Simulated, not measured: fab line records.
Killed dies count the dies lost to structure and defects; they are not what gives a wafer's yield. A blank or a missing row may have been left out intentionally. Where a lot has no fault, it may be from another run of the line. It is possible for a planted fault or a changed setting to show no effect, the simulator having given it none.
Matching of chambers -- flow n5_finfet -- N5_BEOL_M3_DEP_57 on pecvd-04 has 3 sister chambers
The step deposits SiCN from 3MS/NH3, target thk 8 nm, time 14 s. 33 wafers are shown with their chamber, then 12 later ones without.

## WAFERS, EACH WITH ITS CHAMBER
wafer,chamber,showerhead_plenum_p_Torr (Torr),throttle_valve_pct (%)
L076.4,2,3.658,8.5
L076.5,1,3.657,8.9
L076.6,0,3.671,9.0
L077.2,1,3.662,9.3
L077.5,0,3.672,9.0
L077.6,1,3.669,9.2
L078.1,1,3.663,9.1
L078.2,0,3.684,8.7
L078.5,1,3.664,9.1
L078.3,0,3.678,9.2
L078.4,1,3.658,9.0
L078.6,0,3.681,9.1
L083.3,2,3.652,8.6
L083.5,0,3.689,8.8
L083.6,1,3.658,9.0
L081.1,2,3.647,8.5
L081.4,1,3.663,9.2
L081.5,2,3.650,8.3
L082.1,0,3.677,8.9
L082.3,2,3.651,8.3
L082.4,0,3.681,8.8
L085.2,2,3.648,8.5
L085.3,0,3.677,8.9
L085.4,1,3.662,9.0
L088.1,2,3.649,8.5
L088.5,2,3.639,8.2
L088.6,1,3.653,9.1
L086.1,2,3.653,8.3
L086.5,2,3.644,8.3
L086.6,0,3.685,9.0
L089.2,1,3.661,8.9
L089.5,1,3.653,9.2
L089.6,0,3.684,8.9

SIGNATURES, as means of the wafers listed above
reading,chamber 0,chamber 1,chamber 2,scatter within a chamber
showerhead_plenum_p_Torr,3.67991,3.66025,3.64910,0.00512
throttle_valve_pct,8.936,9.083,8.400,0.134
Rule: a wafer lies at a distance from a chamber equal to the root of the sum of squares, over the readings, of (its reading less the chamber's mean, divided by the reading's scatter). The wafer belongs to the nearest chamber; if the next one is less than 2 further off, it can't be placed. The scatter: the root of (the sum of the squares of (reading less its chamber's mean) over the shown wafers, divided by (wafers less chambers)).

## WAFERS WHOSE CHAMBER IS MISSING
wafer,showerhead_plenum_p_Torr (Torr),throttle_valve_pct (%)
L090.1,3.661,9.2
L090.3,3.682,8.9
L090.4,3.673,9.2
L092.1,3.690,9.2
L092.4,3.653,9.1
L092.6,3.650,8.5
L094.1,3.663,8.3
L094.5,3.659,9.1
L094.6,3.684,9.4
L097.2,3.661,9.2
L097.3,3.649,8.5
L097.5,3.655,9.2

## CHAMBER TAKEN BY EACH
wafer,from the rows above,in truth
L090.1,1,1
L090.3,0,0
L090.4,can't be placed: 0 or 1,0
L092.1,0,0
L092.4,1,1
L092.6,2,2
L094.1,2,2
L094.5,1,1
L094.6,can't be placed: 0 or 1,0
L097.2,1,1
L097.3,2,2
L097.5,1,1
Correctly placed: 10 of 12. Cannot be placed on the basis of these rows: 2; the candidates contain the true chamber in 2. 0 placed wrongly.
